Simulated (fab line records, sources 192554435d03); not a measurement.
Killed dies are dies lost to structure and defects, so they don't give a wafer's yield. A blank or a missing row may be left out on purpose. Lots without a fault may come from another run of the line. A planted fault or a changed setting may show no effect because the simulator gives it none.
Chamber matching | flow n5_finfet | N5_BEOL_M6_CMP_52 on cmp-03: 4 sister chambers
The step polishes, stops on SiCOH lowk, t overpolish 6.9 s, target thk 80 nm. 16 wafers are shown with their chamber, then 8 later ones without.

WAFERS WITH THEIR CHAMBER
wafer  | chamber | motor_current_A (A) | head_pressure_psi (psi) | time_to_endpoint_s (s)
L074.2 | 1       | 6.4                 | 1.0024                  | 62.8
L074.3 | 0       | 6.1                 | 1.0021                  | 64.4
L074.4 | 2       | 7.0                 | 1.0048                  | 64.9
L078.1 | 0       | 5.9                 | 1.0005                  | 61.0
L078.4 | 3       | 6.5                 | 0.9987                  | 59.4
L078.5 | 1       | 6.3                 | 1.0020                  | 60.5
L081.3 | 3       | 6.2                 | 0.9982                  | 60.9
L081.5 | 3       | 6.4                 | 0.9992                  | 62.8
L081.6 | 2       | 6.9                 | 1.0020                  | 61.4
L083.1 | 0       | 6.3                 | 0.9972                  | 68.9
L083.4 | 1       | 6.6                 | 1.0023                  | 67.3
L083.5 | 2       | 6.9                 | 0.9990                  | 70.0
L084.1 | 0       | 6.1                 | 0.9993                  | 64.1
L084.2 | 2       | 6.4                 | 0.9986                  | 61.1
L084.6 | 1       | 6.6                 | 1.0009                  | 61.0
L088.2 | 3       | 6.5                 | 1.0019                  | 60.2

SIGNATURES (means of the wafers above)
reading            | chamber 0 | chamber 1 | chamber 2 | chamber 3 | scatter within a chamber
motor_current_A    | 6.100     | 6.475     | 6.800     | 6.400     | 0.189
head_pressure_psi  | 0.999775  | 1.001900  | 1.001100  | 0.999500  | 0.00199
time_to_endpoint_s | 64.600    | 62.900    | 64.350    | 60.825    | 3.14
Rule: a wafer's distance from a chamber is the root of the sum, over the readings, of the square of ((its reading less the chamber's mean) divided by the reading's scatter). The wafer belongs to the nearest chamber; if the next one is less than 2 further off, it can't be placed. The scatter: the root of (the sum of the squares of (reading less its chamber's mean) over the shown wafers, divided by (wafers less chambers)).

WAFERS WITHOUT THEIR CHAMBER
wafer  | motor_current_A (A) | head_pressure_psi (psi) | time_to_endpoint_s (s)
L088.5 | 6.6                 | 1.0021                  | 54.4
L088.6 | 6.2                 | 1.0010                  | 61.2
L087.1 | 6.8                 | 0.9996                  | 63.3
L087.2 | 6.4                 | 1.0004                  | 67.0
L087.3 | 6.3                 | 1.0021                  | 61.1
L091.1 | 5.7                 | 0.9976                  | 59.2
L091.2 | 6.3                 | 1.0045                  | 62.3
L091.3 | 6.8                 | 1.0039                  | 61.4

WHICH CHAMBER EACH WENT THROUGH
wafer  | from the rows above               | in truth
L088.5 | can't be placed: 3 or 1 or 2 or 0 | 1
L088.6 | can't be placed: 3 or 0 or 1      | 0
L087.1 | can't be placed: 2 or 1 or 3      | 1
L087.2 | can't be placed: 1 or 0 or 3 or 2 | 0
L087.3 | can't be placed: 1 or 3 or 0 or 2 | 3
L091.1 | can't be placed: 0 or 3 or 1      | 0
L091.2 | can't be placed: 1 or 3 or 0 or 2 | 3
L091.3 | can't be placed: 2 or 1 or 3      | 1
Placed correctly: 0 of 8. Can't be placed from these rows: 8 (the true chamber is among the candidates in 8). Placed wrongly: 0.
